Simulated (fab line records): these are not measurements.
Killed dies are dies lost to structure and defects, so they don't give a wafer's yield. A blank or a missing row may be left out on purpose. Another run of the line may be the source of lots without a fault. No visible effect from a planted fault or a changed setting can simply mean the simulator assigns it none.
Matching of chambers | flow nand harc | NHARC_A_M0_DEP_00 on pecvd-02 has 3 sister chambers
The step deposits SiOC, target thk 150 nm. 3 wafers are shown with their chamber, then 7 later ones without.

WAFERS PAIRED WITH THEIR CHAMBERS
wafer  | chamber | showerhead vpp V (V)
L933.3 | 2       | 1592
L938.2 | 0       | 1509
L938.3 | 1       | 1386

WAFERS WITHOUT THEIR CHAMBER
wafer  | showerhead vpp V (V)
L938.6 | 1572
L940.1 | 1527
L940.3 | 1408
L940.5 | 1388
L942.2 | 1597
L942.5 | 1393
L942.6 | 1593

WHICH CHAMBER EACH WENT THROUGH
wafer  | from the rows above | in truth
L938.6 | 2                   | 2
L940.1 | 0                   | 0
L940.3 | 1                   | 1
L940.5 | 1                   | 1
L942.2 | 2                   | 2
L942.5 | 1                   | 1
L942.6 | 2                   | 2
Correct placement for 7 of the 7. Not placeable from these rows: 0. 0 placed wrongly.
How it was worked out, from the rows above alone: a wafer's distance from a chamber is the root of the sum, over the readings, of the square of ((its reading less the chamber's mean) divided by the reading's scatter). The wafer belongs to the nearest chamber; if the next one is less than 2 further off, it can't be placed. For every chamber, the mean is computed from those of its wafers that are shown. The scatter (one wafer shown for each chamber): square how far every hidden wafer sits from the nearest shown wafer, average those squares and take the square root.
